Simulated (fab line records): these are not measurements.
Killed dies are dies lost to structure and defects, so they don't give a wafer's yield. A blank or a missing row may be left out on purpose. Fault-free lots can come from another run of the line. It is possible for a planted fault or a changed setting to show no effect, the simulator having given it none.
Chamber matching :: flow n5Finfet :: 4 sister chambers for N5_STI_FIN_REVEAL_ALD_14 on aldSin-04
The step deposits Si3N4, target thk 3 nm. 18 wafers are shown with their chamber, then 9 later ones without.

## WAFERS, EACH WITH ITS CHAMBER
wafer: L074.1
chamber: 2
heaterPowerW (W): 917

wafer: L074.2
chamber: 0
heaterPowerW (W): 832

wafer: L074.3
chamber: 3
heaterPowerW (W): 763

wafer: L075.1
chamber: 2
heaterPowerW (W): 929

wafer: L075.2
chamber: 0
heaterPowerW (W): 853

wafer: L075.4
chamber: 1
heaterPowerW (W): 835

wafer: L076.1
chamber: 3
heaterPowerW (W): 759

wafer: L076.2
chamber: 2
heaterPowerW (W): 898

wafer: L076.4
chamber: 1
heaterPowerW (W): 846

wafer: L085.3
chamber: 2
heaterPowerW (W): 923

wafer: L085.4
chamber: 0
heaterPowerW (W): 829

wafer: L085.5
chamber: 2
heaterPowerW (W): 917

wafer: L092.1
chamber: 1
heaterPowerW (W): 836

wafer: L092.2
chamber: 2
heaterPowerW (W): 931

wafer: L092.3
chamber: 0
heaterPowerW (W): 815

wafer: L094.2
chamber: 2
heaterPowerW (W): 956

wafer: L094.4
chamber: 1
heaterPowerW (W): 841

wafer: L094.6
chamber: 2
heaterPowerW (W): 926

SIGNATURES, as means of the wafers listed above
reading: heaterPowerW
chamber 0: 832.25
chamber 1: 839.50
chamber 2: 924.62
chamber 3: 761.00
scatter within a chamber: 13.9
Rule: a wafer lies at a distance from a chamber equal to the root of the sum of squares, over the readings, of (its reading less the chamber's mean, divided by the reading's scatter). If the next closest chamber is less than 2 further off than the closest, the wafer can't be placed; otherwise it belongs to the closest. The scatter is the square root of a quotient: the sum, over the shown wafers, of each reading's squared deviation from its chamber's mean, divided by wafers minus chambers.

## WAFERS WITHOUT THEIR CHAMBER
wafer: L095.1
heaterPowerW (W): 858

wafer: L095.2
heaterPowerW (W): 855

wafer: L095.3
heaterPowerW (W): 921

wafer: L095.4
heaterPowerW (W): 760

wafer: L095.5
heaterPowerW (W): 834

wafer: L095.6
heaterPowerW (W): 824

wafer: L097.3
heaterPowerW (W): 771

wafer: L097.4
heaterPowerW (W): 848

wafer: L097.5
heaterPowerW (W): 817

## EACH ONE'S CHAMBER
wafer: L095.1
from the rows above: can't be placed: 1 or 0
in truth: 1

wafer: L095.2
from the rows above: can't be placed: 1 or 0
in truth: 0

wafer: L095.3
from the rows above: 2
in truth: 2

wafer: L095.4
from the rows above: 3
in truth: 3

wafer: L095.5
from the rows above: can't be placed: 0 or 1
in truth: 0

wafer: L095.6
from the rows above: can't be placed: 0 or 1
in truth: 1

wafer: L097.3
from the rows above: 3
in truth: 3

wafer: L097.4
from the rows above: can't be placed: 1 or 0
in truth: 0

wafer: L097.5
from the rows above: can't be placed: 0 or 1
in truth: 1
3 of 9 placed correctly. These rows do not allow placing 6 (true chamber among the candidates in 6). Number placed wrongly: 0.
